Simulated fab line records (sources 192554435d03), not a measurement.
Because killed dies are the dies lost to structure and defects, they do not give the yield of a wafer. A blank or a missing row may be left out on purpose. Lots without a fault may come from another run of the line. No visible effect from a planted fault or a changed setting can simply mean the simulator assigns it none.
Code-filled problem report in 8D (eight disciplines) form / flow n5Finfet / the parts of the form that need people (team, actions taken, sign-off) are left out

== 1. THE PROBLEM ==
Wafers with no fault read 164.9 s with a standard deviation of 2.9, whereas runLengthS at N5_BEOL_M9_HM_STRIP_39 reads a mean of 132.5 s on 1 wafer of 1 lot. Relative to the usual mean, that is a shift of -11 standard deviations.
The step: strips TiN in peroxide tin strip, target depth 25 nm, time 158 s.
Earliest sighting: wafer L496.1 on wetBench-05 at day 13 18:37. The record holds 31 wafers of 11 lots with a number at this step. By rule, "out" or "out of limits" means more than 4 standard deviations away from the usual mean. Any other wafer with a number is counted as sound.

== 2. WHAT IT IS, WHAT IT ISN'T ==
question=which readings at this step | is=runLengthS | is not=-
question=which lots | is=L496 | is not=L481, L483, L484, L485, L486, L488, L489, L490, L501, L504
question=which wafers of those lots | is=L496.1 | is not=L496.2, L496.3
question=read on which tools | is=wetBench-05 | is not=wetBench-04, wetBench-06
question=when | is=from day 13 18:37 | is not=up to then (25 sound wafers); but 5 sound wafers of L501, L504 came after

== 3. THE SUSPECTS, EACH WITH WHAT RULES IT OUT ==
Counting: if a tool at a process step up to the reading ran every lot that is out, it stays a suspect. Sound lots after the first of them don't rule it out here, since some wafers of a struck lot are sound.
- rieDiel-01 at N5_BEOL_M9_DESCUM_33 (chemistry O2, time 7 s): kept. The lot that is out, L496, ran on it at day 13 18:08; the last sound lot it ran before that was L490, at day 12 08:28.
- rieDiel-01 at N5_BEOL_M9_ETCH_76 (etches underlayer in N2/H2, target depth 6.5 nm, time 5.2 s): kept. The lot that is out, L496, ran on it at day 13 18:10; the last sound lot it ran before that was L490, at day 12 08:30.
- wetBench-05 at N5_BEOL_M9_HM_STRIP_39 (strips TiN in peroxide tin strip, target depth 25 nm, time 158 s): kept. The lot that is out, L496, ran on it at day 13 18:37; the last sound lot it ran before that was L490, at day 12 08:57. Out on those wafers are its own readings of runLengthS.
- Within rieDiel-01 at N5_BEOL_M9_DESCUM_33: the wafers that are out ran in chamber 0; their sound lot-mates ran in chambers 1, 3.
- Within rieDiel-01 at N5_BEOL_M9_ETCH_76: the wafers that are out ran in chamber 0; their sound lot-mates ran in chambers 1, 3.
- Within wetBench-05 at N5_BEOL_M9_HM_STRIP_39: the wafers that are out ran in chamber 4; their sound lot-mates ran in chambers 6, 7.
The count leaves rieDiel-01 at N5_BEOL_M9_DESCUM_33, rieDiel-01 at N5_BEOL_M9_ETCH_76, and wetBench-05 at N5_BEOL_M9_HM_STRIP_39.

== 4. THE CAUSE (what the simulator had put in) ==
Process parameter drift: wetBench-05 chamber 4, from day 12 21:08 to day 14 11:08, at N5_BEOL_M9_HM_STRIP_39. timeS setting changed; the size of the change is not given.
Counting leaves 3 suspects; this tool is one of them.

== 5. THE CHAIN OF EFFECTS, in route order ==
Rows list readings where the struck wafers' mean (over those with a number) sits beyond 3 standard deviations from the usual. Scope: only readings with a usual standard deviation given in the record; hours: median across lots of the time from each lot's start at the first step in this table that gives one to its start at this step; sigmas: change in usual standard deviations.
hours=0; step=N5_BEOL_M9_HM_STRIP_39; reading=runLengthS; usual=164.9 s; on struck wafers=132.5; change=-32.4; sigmas=-11
It contains these process steps:
- N5_BEOL_M9_HM_STRIP_39: strips TiN in peroxide tin strip, target depth 25 nm, time 158 s.

== 6. WHAT WOULD HAVE CAUGHT IT SOONER ==
21 hours passed between the start of the fault at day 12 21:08 and the first reading out of limits in this record, taken at day 13 18:37.
